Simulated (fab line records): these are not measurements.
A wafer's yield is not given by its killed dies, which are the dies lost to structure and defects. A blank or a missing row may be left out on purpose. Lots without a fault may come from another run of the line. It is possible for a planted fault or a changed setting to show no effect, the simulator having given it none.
Chamber matching	flow n5Finfet	N5_BEOL_M0_SAQP_DESCUM_19 on rieDiel-02: 4 sister chambers
The step chemistry O2, time 7.9 s. 4 wafers are shown with their chamber, then 9 later ones without.

## WAFERS WITH THEIR CHAMBER
wafer	chamber	throttleValvePct (%)
L082.4	3	20.77
L082.6	1	20.18
L086.1	0	20.66
L086.5	2	19.98

## WAFERS WHOSE CHAMBER IS MISSING
wafer	throttleValvePct (%)
L089.2	19.99
L089.4	20.68
L089.6	20.79
L092.2	20.00
L092.5	20.81
L092.6	20.01
L097.1	20.21
L097.4	20.69
L097.5	20.21

## THE CHAMBER EACH PASSED THROUGH
wafer	from the rows above	in truth
L089.2	2	2
L089.4	0	0
L089.6	3	3
L092.2	2	2
L092.5	3	3
L092.6	2	2
L097.1	1	1
L097.4	can't be placed: 0 or 3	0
L097.5	1	1
Correctly placed: 8 of 9. These rows do not allow placing 1 (true chamber among the candidates in 1). Placed wrongly: 0.
How it was worked out, from the rows above alone: a wafer's distance from a chamber is the root of the sum, over the readings, of the square of ((its reading less the chamber's mean) divided by the reading's scatter). If the next closest chamber is less than 2 further off than the closest, the wafer can't be placed; otherwise it belongs to the closest. The mean given for a chamber averages the wafers shown for that chamber. The scatter: with one shown wafer a chamber, the root of the mean of the squares of how far each hidden wafer lies from its nearest shown one.
